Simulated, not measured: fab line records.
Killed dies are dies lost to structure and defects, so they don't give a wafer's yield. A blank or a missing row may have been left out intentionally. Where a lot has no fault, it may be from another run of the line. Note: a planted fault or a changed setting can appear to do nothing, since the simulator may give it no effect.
Which tool is to blame? ; flow nandHarc ; 33 wafers from 11 lots sampled at 5 of the route's 1302 steps

## WHAT THE GAUGES READ, wafer by wafer
NHARC_END_SORT_01. Usual: killedAtArray 62, standard deviation 18; killedAtOther 0.9, standard deviation 1.2; killedAtPeriphery 4.2, standard deviation 2.9; killedDies 67, standard deviation 17; killedOpen 3.6, standard deviation 1.9; killedShort 2.5, standard deviation 1.6.
lot;measured;on;killedAtArray;killedAtOther;killedAtPeriphery;killedDies;killedOpen;killedShort;flag
L837;day 26 09:37;prober-01;65 88 373;1 0 0;2 0 0;68 88 373;3 5 4;3 1 3;OFF

## TOOL THAT RAN EACH LOT (tool first, then ch and the chambers of the sampled wafers, then the start)
lot;NHARC_A_STAIRCASE_STRIP_205;NHARC_A_STAIRCASE_DESCUM_219;NHARC_A_STAIRCASE_ETCH_223;NHARC_A_STAIRCASE_TRIM_233
L831;plasmaAsher-02 ch 0,1, day 15 00:40;rieDiel-08 ch 0,1,2, day 15 02:17;rieDiel-08 ch 1,3, day 15 02:45;rieDiel-08 ch 2,3, no start
L832;plasmaAsher-01 ch 0,1, day 15 01:32;rieDiel-08 ch 0,1, day 15 03:01;rieDiel-08 ch 0,3, day 15 03:39;rieDiel-01 ch 0,3, no start
L836;plasmaAsher-02 ch 0,1, day 16 22:05;rieDiel-08 ch 0,3, day 16 23:36;rieDiel-08 ch 1,2, day 17 00:04;rieDiel-08 ch 1,2,3, no start
L834;plasmaAsher-02 ch 0,1, day 17 08:16;rieDiel-08 ch 2,3, day 17 09:34;rieDiel-08 ch 0,1,2, day 17 10:05;rieDiel-07 ch 0,1,3, no start
L837;plasmaAsher-02 ch 0,1, day 17 09:14;rieDiel-08 ch 0,1,2, day 17 10:36;rieDiel-08 ch 0,1,2, day 17 11:04;rieDiel-01 ch 1,3, day 26 09:37 or earlier
L840;plasmaAsher-01 ch 0,1, day 18 22:49;rieDiel-01 ch 0,2, day 19 00:21;rieDiel-01 ch 0,2, day 19 00:49;rieDiel-07 ch 0,1,3, no start
L847;plasmaAsher-01 ch 0,1, day 21 10:01;rieDiel-08 ch 1,2, day 21 11:27;rieDiel-08 ch 0,3, day 21 11:55;rieDiel-08 ch 1,3, no start
L849;plasmaAsher-02 ch 0,1, day 22 02:43;rieDiel-08 ch 0,2,3, day 22 04:07;rieDiel-08 ch 0,1, day 22 04:33;rieDiel-08 ch 2,3, no start
L851;plasmaAsher-01 ch 0,1, day 23 09:03;rieDiel-08 ch 1,2,3, day 23 10:22;rieDiel-08 ch 1,2,3, day 23 11:14;rieDiel-01 ch 2,3, no start
L850;plasmaAsher-01 ch 0,1, day 23 16:50;rieDiel-01 ch 1,2,3, day 23 18:19;rieDiel-01 ch 1,2,3, day 23 18:51;rieDiel-01 ch 0,1,2, no start
L854;plasmaAsher-02 ch 0,1, day 24 11:32;rieDiel-07 ch 0,1,3, day 24 13:02;rieDiel-07 ch 0,2,3, day 24 13:36;rieDiel-08 ch 0,1,2, no start
- NHARC_A_STAIRCASE_STRIP_205: strips in O2.
- NHARC_A_STAIRCASE_DESCUM_219: chemistry O2, time 3 s.
- NHARC_A_STAIRCASE_ETCH_223: etches the open film in C4F8/O2, target depth 100 nm, time 40.5 s.
- NHARC_A_STAIRCASE_TRIM_233: chemistry O2, time 211.2 s.

## WHAT THE TOOLS THEMSELVES READ (means of the sampled wafers that have a number; where no wafer has one, the mark that the record gives instead)
NHARC_A_STAIRCASE_STRIP_205. Usual: drypumpMotorCurrentA 5.8 A, standard deviation 0.42; heaterPowerW 329 W, standard deviation 29; rfReflPowerW 24 W, standard deviation 9.7.
lot;tool;drypumpMotorCurrentA (A);heaterPowerW (W);rfReflPowerW (W);flag
L831;plasmaAsher-02;6.2;308;26;
L832;plasmaAsher-01;5.3;339;29;
L836;plasmaAsher-02;6.2;316;-;OFF
L834;plasmaAsher-02;6.2;312;26;
L837;plasmaAsher-02;6.2;310;25;
L840;plasmaAsher-01;5.5;345;-;OFF
L847;plasmaAsher-01;5.3;335;29;
L849;plasmaAsher-02;6.1;328;-;OFF
L851;plasmaAsher-01;5.5;352;-;OFF
L850;plasmaAsher-01;5.5;351;23;
L854;plasmaAsher-02;6.1;327;20;

NHARC_A_STAIRCASE_DESCUM_219. Usual: chamberPressureMTorr 60.00 mTorr, standard deviation 0.06; drypumpMotorCurrentA 5.6 A, standard deviation 0.46; oesProductAu 1.000 a.u., standard deviation 0.0098; rfVppV 57.6 V, standard deviation 0.87; showerheadPlenumPTorr 1.89 Torr, standard deviation 0.08; throttleValvePct 11.312 %, standard deviation 0.0092.
lot;tool;chamberPressureMTorr (mTorr);drypumpMotorCurrentA (A);oesProductAu (a.u.);rfVppV (V);showerheadPlenumPTorr (Torr);throttleValvePct (%);flag
L831;rieDiel-08;60.03;5.6;0.995;57.4;1.88;11.310;
L832;rieDiel-08;60.00;5.2;1.004;57.7;1.92;11.302;
L836;rieDiel-08;60.00;5.2;1.013;57.7;1.91;11.316;
L834;rieDiel-08;60.06;6.0;1.002;56.7;1.82;11.308;
L837;rieDiel-08;60.00;5.6;0.987;57.3;1.87;11.309;
L840;rieDiel-01;59.98;5.2;0.998;58.2;1.92;11.316;
L847;rieDiel-08;60.00;5.8;0.994;57.1;1.83;11.306;
L849;rieDiel-08;59.96;5.6;0.988;57.4;1.86;11.311;
L851;rieDiel-08;60.02;5.8;0.999;58.1;1.83;11.308;
L850;rieDiel-01;60.06;5.7;1.001;57.8;2.01;11.311;
L854;rieDiel-07;60.00;5.1;0.990;58.3;1.94;11.308;

NHARC_A_STAIRCASE_ETCH_223. Usual: chamberPressureMTorr 24.998 mTorr, standard deviation 0.022; oesProductAu 0.944 a.u., standard deviation 0.01; rfVppV 895 V, standard deviation 5.1; runLengthS 61.9 s, standard deviation 0.49.
lot;tool;chamberPressureMTorr (mTorr);oesProductAu (a.u.);rfVppV (V);runLengthS (s);flag
L831;rieDiel-08;25.002;0.958;893;61.9;
L832;rieDiel-08;25.006;0.944;896;62.3;
L836;rieDiel-08;24.986;0.945;892;62.3;
L834;rieDiel-08;24.999;0.951;893;62.3;
L837;rieDiel-08;24.989;0.949;893;65.8;OFF
L840;rieDiel-01;24.992;0.943;897;62.0;
L847;rieDiel-08;24.989;0.955;893;62.0;
L849;rieDiel-08;24.980;0.946;896;62.1;
L851;rieDiel-08;24.998;0.932;890;61.8;
L850;rieDiel-01;25.001;0.938;902;61.9;
L854;rieDiel-07;24.986;0.926;896;61.4;

NHARC_A_STAIRCASE_TRIM_233. Usual: chamberPressureMTorr 60.00 mTorr, standard deviation 0.055; drypumpMotorCurrentA 5.6 A, standard deviation 0.44; oesProductAu 1.003 a.u., standard deviation 0.01; rfVppV 57.7 V, standard deviation 0.89; showerheadPlenumPTorr 3.50 Torr, standard deviation 0.14; throttleValvePct 17.036 %, standard deviation 0.0081.
lot;tool;chamberPressureMTorr (mTorr);drypumpMotorCurrentA (A);oesProductAu (a.u.);rfVppV (V);showerheadPlenumPTorr (Torr);throttleValvePct (%);flag
L831;rieDiel-08;60.01;5.9;1.000;57.4;3.39;17.033;
L832;rieDiel-01;60.05;5.1;1.004;57.8;3.53;17.035;
L836;rieDiel-08;59.97;5.8;1.006;57.2;3.39;17.032;
L834;rieDiel-07;59.97;5.1;1.007;58.4;3.60;17.035;
L837;rieDiel-01;60.03;5.6;1.003;57.7;3.52;17.033;
L840;rieDiel-07;59.94;5.1;0.998;58.3;3.60;17.035;
L847;rieDiel-08;60.00;5.7;1.011;58.1;3.41;17.030;
L849;rieDiel-08;59.98;5.9;1.003;57.2;3.36;17.033;
L851;rieDiel-01;60.01;5.8;1.015;58.0;3.66;17.035;
L850;rieDiel-01;60.02;5.5;1.015;58.1;3.64;17.039;
L854;rieDiel-08;60.00;5.6;0.999;57.7;3.43;17.038;

## THE ANSWER, worked out from the rows above alone
Rule: a lot counts as off when the mean over its wafers that have a number is more than 3 standard deviations away from the usual mean. A lot without any number at a reading at which 4 lots or more have one is off too. Where the step has rows for the other lots, those lots are counted as sound. First the gauges in route order, then the tools' own readings, where a lot's mean is used as printed above. At the first step where some lot is off, the reading lying furthest off is the one used; lots without a number count as furthest.
Off, at NHARC_END_SORT_01 on killedDies: L837. Neither off nor sound, because the step has no rows for them: L831, L832, L836, L834, L840, L847, L849, L851, L850, L854.
If a tool, at a process step before that reading, ran all the lots that are off and no sound lot after the first of them, it fits. Not tried: the gauges at NHARC_END_SORT_01; whatever is off there is also off at NHARC_A_STAIRCASE_ETCH_223, on other tools, and gauge error can't account for it. NHARC_A_STAIRCASE_TRIM_233: start missing for some lots; hours and lot order therefore follow NHARC_END_SORT_01. Can't be told from this: 3 tools fit, plasmaAsher-02 at NHARC_A_STAIRCASE_STRIP_205, rieDiel-08 at NHARC_A_STAIRCASE_DESCUM_219 and NHARC_A_STAIRCASE_ETCH_223, rieDiel-01 at NHARC_A_STAIRCASE_TRIM_233.

## WHAT HAD BEEN PUT IN BY THE SIMULATOR
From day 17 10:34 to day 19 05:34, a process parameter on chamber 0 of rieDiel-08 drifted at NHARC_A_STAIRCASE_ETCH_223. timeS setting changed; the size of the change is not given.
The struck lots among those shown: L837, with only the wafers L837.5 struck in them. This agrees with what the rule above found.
